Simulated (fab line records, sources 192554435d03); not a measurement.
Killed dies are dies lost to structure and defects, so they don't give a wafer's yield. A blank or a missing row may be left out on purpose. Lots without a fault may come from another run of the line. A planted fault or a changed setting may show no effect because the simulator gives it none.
One fault seen from 3 desks | flow n5_finfet | each desk has only its own numbers; what lay behind them comes last

THE TOOL OWNER'S DESK: rie_diel-04
The tool's own readings at N5_BEOL_M14_ETCH_59 (etches BARC in N2/H2, target depth 89 nm, overetch 26.7 nm, time 67.9 s): means of the sampled wafers that have a number, for each lot that ran on this tool. A lot is out of limits, marked OUT, if its mean lies more than 4 standard deviations from the usual mean; the brackets give that distance.
Columns: A = drypump_motor_current_A at N5_BEOL_M14_ETCH_59, usual 5.6 A; B = n2_flow_sccm at N5_BEOL_M14_ETCH_59, usual 200.1 sccm; C = oes_product_au at N5_BEOL_M14_ETCH_59, usual 0.68 a.u.; D = rf_vpp_V at N5_BEOL_M14_ETCH_59, usual 523.0 V; E = run_length_s at N5_BEOL_M14_ETCH_59, usual 91.4 s; F = showerhead_plenum_p_Torr at N5_BEOL_M14_ETCH_59, usual 2.51 Torr; G = throttle_valve_pct at N5_BEOL_M14_ETCH_59, usual 17.9 %
lot  | first seen here | A   | B     | C    | D     | E               | F    | G
L930 | day 11 17:14    | 5.2 | 200.5 | 0.63 | 520.7 | 91.3            | 2.43 | 18.2
L941 | day 14 19:10    | 5.8 | 199.4 | 0.76 | 522.4 | 88.5 (-8.5) OUT | 2.44 | 17.5
L942 | day 14 23:43    | 5.3 | 200.4 | 0.67 | 520.9 | 85.8 (-17) OUT  | 2.41 | 18.1
L944 | day 15 14:41    | 5.8 | 200.9 | 0.77 | 522.2 | 85.7 (-17) OUT  | 2.50 | 17.6
This desk's finding: out of limits on L941, L942, L944; first on L941, day 14 19:10 (run_length_s at N5_BEOL_M14_ETCH_59). In limits: L930.

THE METROLOGY DESK
What the gauges read, lot by lot, whatever tool the lot ran on: means of the sampled wafers that have a number. A lot is out of limits, marked OUT, if its mean lies more than 4 standard deviations from the usual mean; the brackets give that distance.
Columns: A = cd_nm at N5_BEOL_M14_CD_MEAS_10, usual 250.1 nm; B = V13_OVL at N5_BEOL_M14_OVL_MEAS_11, usual -2 nm
lot  | first seen here | A     | B
L930 | day 11 16:55    | 250.9 | -8
L934 | day 12 14:22    | 249.7 | 2
L941 | day 14 18:32    | 248.6 | 1
L942 | day 14 23:35    | 249.6 | 0
L944 | day 15 14:20    | 252.2 | -4
L952 | day 16 18:35    | 249.0 | -6
L951 | day 16 22:58    | 250.1 | -0
This desk's finding: nothing out of limits on any of the 7 lots.

THE DEFECT DESK
What the inspections along the route counted, lot by lot: means of the sampled wafers that have a number. A lot is out of limits, marked OUT, if its mean lies more than 4 standard deviations from the usual mean; the brackets give that distance.
Columns: A = raw_defect_count at N5_BEOL_M14_INSPECT_12, usual 1.9
lot  | first seen here | A
L930 | day 11 16:58    | 2.3
L934 | day 12 14:25    | 1.7
L941 | day 14 18:35    | 1.5
L942 | day 14 23:38    | 1.0
L944 | day 15 14:23    | 1.5
L952 | day 16 18:38    | 1.0
L951 | day 16 23:01    | 2.0
This desk's finding: nothing out of limits on any of the 7 lots.

PUT TOGETHER
The tool owner's desk could have raised an alarm at day 14 19:10, on L941, L942, L944.
The metrology desk saw nothing out of limits.
The defect desk saw nothing out of limits.
The metrology desk has L941, L942, L944 on record, within its limits.
The defect desk has L941, L942, L944 on record, within its limits.
Of the lots named, all ran N5_BEOL_M14_ETCH_59 on rie_diel-04.

WHAT THE SIMULATOR HAD PUT IN
Process parameter drift: rie_diel-04, from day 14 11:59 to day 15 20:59, at N5_BEOL_M14_ETCH_59. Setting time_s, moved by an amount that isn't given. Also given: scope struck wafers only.
Lots struck among those shown: L941, L942, L944.
Hours from the fault's start to each desk's first reading out of limits: the tool owner's desk, 7.
